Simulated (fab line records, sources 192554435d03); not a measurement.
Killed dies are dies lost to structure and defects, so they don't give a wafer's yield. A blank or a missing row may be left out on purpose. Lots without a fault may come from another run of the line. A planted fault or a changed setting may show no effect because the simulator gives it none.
Split-lot experiment | flow n5_finfet | 7 lots, 21 wafers read, on a route of 1938 steps

THE SPLIT
At N5_BEOL_M9_PECVD_70 (deposits SiO2 from TEOS/O2, target thk 20 nm, time 22.7 s), the setting temp_c was moved away from the recipe's 400 C on 8 of the 21 wafers read, by -4.1% to +4.4%. The other wafers ran this setting at the recipe's value.

The reading is taken at the split's own step.

THE READING
SiO2_of_BEOL_M9_PECVD_70.thk_nm (the simulator's own value, which no gauge read), in nm, at N5_BEOL_M9_PECVD_70 (deposits SiO2 from TEOS/O2, target thk 20 nm, time 22.7 s). The file gives no usual value for it. The 13 wafers here that ran the recipe average 19.9 nm, standard deviation 0.23 nm.

wafer  | tool, chamber at the split | temp_c as run, C | against the recipe | SiO2_of_BEOL_M9_PECVD_70.thk_nm, nm | against lot-mates on the recipe
L077.4 | pecvd-04, 2,0              | 400              | recipe             | 19.8                                | -
L077.5 | pecvd-04, 2,0              | 400              | recipe             | 19.8                                | -
L077.6 | pecvd-04, 1                | 415.3            | +3.8%              | 18                                  | -1.8
L078.1 | pecvd-02, 1,0              | 400              | recipe             | 20                                  | -
L078.4 | pecvd-02, 1,0              | 400              | recipe             | 20                                  | -
L078.5 | pecvd-02, 1                | 400              | recipe             | 20.2                                | -
L080.2 | pecvd-04, 1                | 400              | recipe             | 19.4                                | -
L080.3 | pecvd-04, 2                | 388.3            | -2.9%              | 21                                  | +1.4
L080.5 | pecvd-04, 1                | 400              | recipe             | 19.8                                | -
L084.2 | pecvd-04, 1                | 393              | -1.7%              | 20.6                                | +0.6
L084.4 | pecvd-04, 1                | 400              | recipe             | 20.2                                | -
L084.6 | pecvd-04, 2                | 400              | recipe             | 19.8                                | -
L087.1 | pecvd-01, 0                | 417.5            | +4.4%              | 17                                  | -3.2
L087.2 | pecvd-01, 1                | 400              | recipe             | 20.2                                | -
L087.3 | pecvd-01, 2                | 417.5            | +4.4%              | 17.4                                | -2.8
L088.1 | pecvd-04, 2                | 400              | recipe             | 19.6                                | -
L088.2 | pecvd-04, 1                | 400              | recipe             | 19.8                                | -
L088.6 | pecvd-04, 1                | 416.6            | +4.2%              | 17.8                                | -1.9
L094.2 | pecvd-01, 2                | 400              | recipe             | 19.8                                | -
L094.3 | pecvd-01, 0                | 383.7            | -4.1%              | 21.6                                | +1.8
L094.5 | pecvd-01, 2                | 383.7            | -4.1%              | 22.2                                | +2.4
Where a row lists several chambers, the file gives one row for several wafers and doesn't say which wafer went through which chamber.

THE FIT
A straight line over all 21 wafers: SiO2_of_BEOL_M9_PECVD_70.thk_nm changes by -0.522 nm for each +1% of temp_c; r = -0.98; the points scatter about the line by 0.27 nm.
The same after taking each lot's own level away (the mean of its wafers on the recipe; 21 wafers): -0.548 nm for each +1%; r = -0.98; scatter 0.28 nm.
On that fit, the largest move of temp_c shifts the reading by 2.4 nm.
The lots' own levels span 19.60 to 20.20 nm, that is 2.6 times the standard deviation above.
So the lot-to-lot level changes the slope little: the two slopes agree.
Check: with one of the wafers moved furthest among these (+4.4%) left out of the fit, the line predicts -2.28 nm for it against its lot-mates. It came out at -3.2 nm against them.

OTHER SPLITS ON THESE WAFERS
These wafers also went through other splits before the reading. Each is held against what the fit with the lots' levels taken away leaves over:
other split on the same wafers | wafers away from the commonest value | r with SiO2_of_BEOL_M9_PECVD_70.thk_nm (lot level and that fit taken away)
N5_BEOL_M4_PECVD_72 temp_c     | 10                                   | -0.20
N5_BEOL_M5_ETCH_41 source_w    | 5                                    | +0.33

THE FILE'S OWN FIT
SiO2_of_BEOL_M9_PECVD_70.thk_nm changes by -0.525 nm for each +1% of temp_c, r = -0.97.
